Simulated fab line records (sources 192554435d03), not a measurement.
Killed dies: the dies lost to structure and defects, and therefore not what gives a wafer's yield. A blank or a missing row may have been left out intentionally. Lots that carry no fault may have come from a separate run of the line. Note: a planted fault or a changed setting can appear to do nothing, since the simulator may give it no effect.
Split-lot trial	flow n5-finfet	7 lots, 39 wafers read, on a route of 1938 steps

## THE SPLIT ITSELF
At N5_SD_EPI_N_DEVELOP_08 (develop time 30 s), the setting develop-time-s was moved away from the recipe's 30 s on 18 of the 39 wafers read, by -46.6% to +21.7%. This setting was run at the recipe's value on the other wafers.

Between the split and the reading, the file records no step.

## THE READING
cd-nm, in nm, at N5_SD_EPI_N_CD_MEAS_09 (target cd 120 nm). On this fab line, fault-free wafers typically give 119.8 nm with a standard deviation of 0.63 nm.

wafer	tool, chamber at the split	develop-time-s as run, s	against the recipe	cd-nm, nm	against lot-mates on the recipe
L075.1	litho-track-05, 0	30	recipe	119.6	-
L075.2	litho-track-05, 0	30	recipe	120.5	-
L075.4	litho-track-05, 0	30	recipe	120.4	-
L080.1	litho-track-05, 0	30	recipe	120.4	-
L080.2	litho-track-05, 0	30	recipe	120.1	-
L080.3	litho-track-05, 0	18.03	-39.9%	117.2	-3.0
L080.4	litho-track-05, 0	30	recipe	120.2	-
L080.5	litho-track-05, 0	18.03	-39.9%	117.1	-3.1
L080.6	litho-track-05, 0	18.03	-39.9%	118.0	-2.2
L087.1	litho-track-03, 0	30	recipe	117.9	-
L087.2	litho-track-03, 0	25.17	-16.1%	117.5	-0.9
L087.3	litho-track-03, 0	25.17	-16.1%	117.8	-0.6
L087.4	litho-track-03, 0	30	recipe	118.8	-
L087.5	litho-track-03, 0	30	recipe	118.5	-
L087.6	litho-track-03, 0	25.17	-16.1%	118.4	+0.0
L088.1	litho-track-01, 0	23.79	-20.7%	118.9	-1.5
L088.2	litho-track-01, 0	30	recipe	120.6	-
L088.3	litho-track-01, 0	30	recipe	120.3	-
L088.4	litho-track-01, 0	23.79	-20.7%	119.2	-1.2
L088.5	litho-track-01, 0	30	recipe	120.3	-
L088.6	litho-track-01, 0	23.79	-20.7%	118.7	-1.7
L089.1	litho-track-03, 0	16.03	-46.6%	116.7	-2.7
L089.2	litho-track-03, 0	16.03	-46.6%	115.8	-3.6
L089.3	litho-track-03, 0	16.03	-46.6%	116.7	-2.7
L089.4	litho-track-03, 0	30	recipe	119.4	-
L089.5	litho-track-03, 0	30	recipe	119.6	-
L089.6	litho-track-03, 0	30	recipe	119.1	-
L090.1	litho-track-01, 0	30	recipe	119.9	-
L090.2	litho-track-01, 0	30	recipe	119.8	-
L090.3	litho-track-01, 0	34.91	+16.4%	120.9	+1.0
L090.4	litho-track-01, 0	30	recipe	119.9	-
L090.5	litho-track-01, 0	34.91	+16.4%	121.0	+1.1
L090.6	litho-track-01, 0	34.91	+16.4%	121.3	+1.4
L093.1	litho-track-03, 0	36.5	+21.7%	122.2	+2.3
L093.2	litho-track-03, 0	36.5	+21.7%	121.1	+1.2
L093.3	litho-track-03, 0	30	recipe	120.1	-
L093.4	litho-track-03, 0	30	recipe	119.9	-
L093.5	litho-track-03, 0	36.5	+21.7%	121.3	+1.4
L093.6	litho-track-03, 0	30	recipe	119.6	-

FIT RESULTS
A straight line over all 39 wafers: cd-nm changes by +0.0695 nm for each +1% of develop-time-s; r = +0.90; the points scatter about the line by 0.65 nm.
The same after taking each lot's own level away (the mean of its wafers on the recipe; 39 wafers): +0.0675 nm for each +1%; r = +0.96; scatter 0.36 nm.
On that fit, the largest move of develop-time-s shifts the reading by 3.1 nm.
The lots' own levels span 118.40 to 120.40 nm, that is 3.2 times the standard deviation above.
The two slopes are in agreement: the lot-to-lot level therefore moves the slope only a little.
Check: -3.14 nm against its lot-mates is what the line predicts for one of the wafers moved furthest among these (-46.6%) when that wafer is left out of the fit. Against them it came out at -2.67 nm.

## THE WHOLE CHAIN: every reading that the file lists as answering this split, in the file's order
step	what it does	reading	change (the file's fit)	r (the file's)
N5_SD_EPI_N_CD_MEAS_09	target cd 120 nm	cd-nm	+0.0663 nm for each +1% of the setting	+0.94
N5_SD_EPI_N_DESCUM_14	chemistry O2, time 7.9 s	SD_EPI_N.cd-nm (the simulator's own value, which no gauge read)	+0.0646 nm for each +1% of the setting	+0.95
N5_SD_EPI_N_ETCH_34	etches SiARC in CF4, target depth 45.5 nm, time 75.8 s	SD_EPI_N.cd-nm (the simulator's own value, which no gauge read)	+0.0628 nm for each +1% of the setting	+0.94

## FILE'S OWN FIT
cd-nm changes by +0.0663 nm for each +1% of develop-time-s, r = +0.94.
